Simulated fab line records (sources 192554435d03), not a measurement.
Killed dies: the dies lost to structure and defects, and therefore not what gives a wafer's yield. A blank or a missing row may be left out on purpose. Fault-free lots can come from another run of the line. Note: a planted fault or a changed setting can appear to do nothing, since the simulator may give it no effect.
The same fault as seen by 3 desks + flow n5-finfet + each desk has only its own numbers; what lay behind them comes last

## AT THE TOOL OWNER'S DESK: rie-diel-01
The tool's own readings at N5_BEOL_M1_ETCH_70 (etches SOC in N2/H2, target depth 80 nm, overetch 16 nm, time 120 s): means of the sampled wafers that have a number, for each lot that ran on this tool. Marked OUT: a lot whose mean sits more than 4 standard deviations from the usual mean, which makes it out of limits; the brackets give that distance.
Columns: A = bias-w at N5_BEOL_M1_ETCH_70, usual 150.0 W; B = drypump-motor-current-A at N5_BEOL_M1_ETCH_70, usual 5.8 A; C = oes-product-au at N5_BEOL_M1_ETCH_70, usual 0.62 a.u.; D = rf-vpp-V at N5_BEOL_M1_ETCH_70, usual 524.6 V; E = showerhead-plenum-p-Torr at N5_BEOL_M1_ETCH_70, usual 2.57 Torr; F = throttle-valve-pct at N5_BEOL_M1_ETCH_70, usual 17.74 %
| lot  | first seen here | A               | B   | C    | D               | E    | F     |
|------|-----------------|-----------------|-----|------|-----------------|------|-------|
| L785 | day 7 02:33     | 149.8           | 6.2 | 0.62 | 523.2           | 2.56 | 17.75 |
| L786 | day 7 14:49     | 150.0           | 6.0 | 0.68 | 525.7           | 2.63 | 17.52 |
| L801 | day 11 07:01    | 170.1 (+46) OUT | 5.7 | 0.69 | 569.0 (+15) OUT | 2.59 | 17.68 |
| L803 | day 12 00:14    | 169.4 (+44) OUT | 6.0 | 0.69 | 566.7 (+14) OUT | 2.53 | 17.80 |
Finding of this desk: L801, L803 out of limits; the first was L801 at day 11 07:01, on bias-w at N5_BEOL_M1_ETCH_70. L785, L786 stayed within limits.

## THE DEFECT DESK
Inspection counts along the route, by lot: the mean over sampled wafers that carry a number. Marked OUT: a lot whose mean sits more than 4 standard deviations from the usual mean, which makes it out of limits; the brackets give that distance.
Columns: A = raw-defect-count at N5_BEOL_M1_INSPECT_30, usual 433
| lot  | first seen here | A   |
|------|-----------------|-----|
| L785 | day 6 22:17     | 357 |
| L786 | day 7 13:13     | 522 |
| L792 | day 8 21:21     | 446 |
| L801 | day 11 04:26    | 483 |
| L803 | day 11 17:35    | 416 |
| L805 | day 12 02:27    | 429 |
This desk's verdict: no lot among the 6 shows anything out of limits.

## FROM THE METROLOGY DESK
What the gauges read for every lot (on any tool): the sampled wafers with a number, averaged. Marked OUT: a lot whose mean sits more than 4 standard deviations from the usual mean, which makes it out of limits; the brackets give that distance. Readings shown: 7 of its 12, picked as those furthest out on some lot.
Columns: A = cd-nm at N5_BEOL_M1_CD_MEAS_28, usual 24.05 nm; B = V0_OVL at N5_BEOL_M1_OVL_MEAS_29, usual 0.1 nm; C = DIBL_N at N5_BEOL_M4_RC_MEAS_101, usual 35.9 mV/V; D = DIBL_P at N5_BEOL_M4_RC_MEAS_101, usual 35.9 mV/V; E = SS_N at N5_BEOL_M4_RC_MEAS_101, usual 71.6 mV/dec; F = SS_P at N5_BEOL_M4_RC_MEAS_101, usual 73.1 mV/dec; G = VT_N at N5_BEOL_M4_RC_MEAS_101, usual 250.0 mV
| lot  | first seen here | A     | B    | C    | D    | E    | F    | G     |
|------|-----------------|-------|------|------|------|------|------|-------|
| L785 | day 6 22:12     | 23.76 | -1.0 | 35.9 | 34.8 | 71.3 | 72.8 | 254.6 |
| L786 | day 7 13:08     | 24.27 | 0.7  | 35.2 | 35.5 | 71.0 | 73.2 | 250.7 |
| L792 | day 8 21:16     | 23.90 | -0.3 | 36.0 | 36.3 | 71.3 | 72.8 | 252.5 |
| L801 | day 11 04:21    | 23.66 | 0.1  | 34.5 | 35.2 | 71.7 | 72.9 | 251.8 |
| L803 | day 11 17:30    | 23.78 | -0.6 | 34.8 | 35.8 | 71.5 | 73.7 | 246.9 |
| L805 | day 12 02:22    | 24.01 | 0.4  | 35.3 | 34.4 | 71.6 | 73.0 | 251.8 |
This desk's verdict: no lot among the 6 shows anything out of limits.

## TAKEN TOGETHER
On L801, L803, at day 11 07:01, an alarm was possible from the tool owner's desk.
The defect desk saw nothing out of limits.
The metrology desk saw nothing out of limits.
The defect desk has L801, L803 on record, within its limits.
The metrology desk holds a record of L801, L803, inside its limits.
On rie-diel-01, each named lot ran N5_BEOL_M1_ETCH_70.

## WHAT THE SIMULATOR PUT IN
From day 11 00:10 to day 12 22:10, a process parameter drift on rie-diel-01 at N5_BEOL_M1_ETCH_70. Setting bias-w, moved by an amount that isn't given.
Struck lots among those shown: L801, L803.
Time in hours from fault onset to the first out-of-limits reading at each desk: the tool owner's desk, 7.
